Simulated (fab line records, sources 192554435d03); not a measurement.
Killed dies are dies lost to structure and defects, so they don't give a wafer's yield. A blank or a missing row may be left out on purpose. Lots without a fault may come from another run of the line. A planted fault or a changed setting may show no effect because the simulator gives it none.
A struck lot beside a sound one | flow n5_finfet | 37 steps out of a route of 1938
Sound: wafers L417.2, L417.3, L417.5. Struck: wafers L421.3, L421.4, L421.5. The cause comes at the end.
At each step with rows: each side's tool, then ch and its chambers, then its first start. Under that, the readings that differ: sound wafers | struck wafers | difference of the means | sigmas: that difference in standard deviations of wafers without a fault.
alike: readings whose means differ by less than 2 such deviations, and words and numbers that are the same on both sides. not compared: withheld readings, readings that some wafer has no value for, bounds like >300 that may hide the same value, and numbers for which the record gives no deviation and whose values overlap.
The two part at a step that has a row with sigmas, a row that says differs or no value, or rows on one side only. Numbers that don't overlap but have no deviation are shown without sigmas and don't part them. A reading that every wafer of one side lacks parts them only if that side has two wafers or more.

first, 9 steps without rows for these wafers: N5_BEOL_M9_COAT_64 (time 60 s, resist thk 12 nm); N5_BEOL_M9_COAT_75 (time 60 s, resist thk 5 nm); N5_BEOL_M9_COAT_22 (resist thk 30 nm); N5_BEOL_M9_EBR_24; N5_BEOL_M9_SOFTBAKE_23 (time 60 s); N5_BEOL_M9_EXPOSE_25 (exposes mask V8); N5_BEOL_M9_PEB_26 (peb time 60 s); N5_BEOL_M9_DEVELOP_27 (develop time 30 s); N5_BEOL_M9_DESCUM_33 (chemistry O2, time 7 s).
N5_BEOL_M9_ETCH_76: etches underlayer in N2/H2, target depth 6.5 nm, time 5.2 s.
  sound on rie_diel-06 ch 1,2, day 12 03:18; struck on rie_diel-06 ch 0,3, day 13 01:48
  reading               | sound          | struck         | difference | sigmas
  oes_product_au (a.u.) | 0.74 0.77 0.77 | 0.58 0.62 0.58 | -0.17      | -2
  alike: drypump_motor_current_A, etch_rf_on_time_s, n2_flow_sccm, rf_vpp_V, showerhead_plenum_p_Torr, throttle_valve_pct
  not compared: rf_hours_counter_h
then, 26 steps without rows for these wafers: N5_BEOL_M9_ETCH_65 (etches SiARC in CF4, target depth 15.6 nm, time 26 s); N5_BEOL_M9_ETCH_66 (etches SOC in N2/H2, target depth 80 nm, overetch 16 nm, time 120 s); N5_BEOL_M9_STRIP_69 (strips in N2/H2); N5_BEOL_M9_STRIP_77 (strips in N2/H2); N5_BEOL_M9_VIA_ETCH_34 (etches SiCOH lowk in C4F6/O2, target depth 182.4 nm, time 68.4 s); N5_BEOL_M9_STRIP_73 (strips in C4F6/O2); N5_BEOL_M9_STRIP_36 (strips in N2/H2); N5_BEOL_M9_TRENCH_ETCH_37 (etches SiCOH lowk in C4F6/O2, target depth 151.43 nm, time 49 s); N5_BEOL_M9_ETCH_41 (etches SiCN in CH3F/O2, target depth 36.6 nm, time 70.1 s); N5_BEOL_M9_STRIP_80 (strips in N2/H2, time 10 s); N5_BEOL_M9_HM_STRIP_39 (strips TiN in peroxide tin strip, target depth 25 nm, time 158 s); N5_BEOL_M9_SRD_40 (time 30 s); N5_BEOL_M9_PRECLEAN_42 (cleans in residue remover, time 60 s); N5_BEOL_M9_SRD_43 (time 30 s); N5_BEOL_M9_CURE_72 (cures SiCOH lowk, time 120 s); N5_BEOL_M9_DEGAS_44 (time 60 s); N5_BEOL_M9_PRE_CLEAN_45 (time 30 s); N5_BEOL_M9_ALD_74 (deposits TaN, target thk 2 nm, pulse time 2 s, purge time 3 s); N5_BEOL_M9_SURFACE_TREAT_79; N5_BEOL_M9_CVD_78 (deposits Co from CCTBA/H2, target thk 2 nm, time 138.9 s); N5_BEOL_M9_SPUTTER_48 (material Cu, target thk 12 nm, time 2 s); N5_BEOL_M9_ECD_50 (material Cu, target thk 318 nm); N5_BEOL_M9_ANNEAL_51 (time 90 s); N5_BEOL_M9_CMP_52 (polishes, stops on SiCOH lowk, t overpolish 7 s, target thk 140 nm); N5_BEOL_M9_PRE_CLEAN_55 (time 15 s); N5_BEOL_M9_DEP_56 (deposits SiCN from 3MS/NH3, target thk 15 nm, time 26.5 s).
-- the record jumps here: 2 days lie between the struck wafers' starts before and after (it left off in module BEOL_M9 and takes up again in module PASSIVATION, whose first step shown is number 1936 of the route) --
N5_PASSIVATION_PROBE_49:
  the record has rows for the struck wafers here (prober-01, day 15 12:02) and none for the sound ones

WHERE THEY PART
First at N5_BEOL_M9_ETCH_76; last, within this record, at N5_PASSIVATION_PROBE_49.

WHY: what the simulator had put in
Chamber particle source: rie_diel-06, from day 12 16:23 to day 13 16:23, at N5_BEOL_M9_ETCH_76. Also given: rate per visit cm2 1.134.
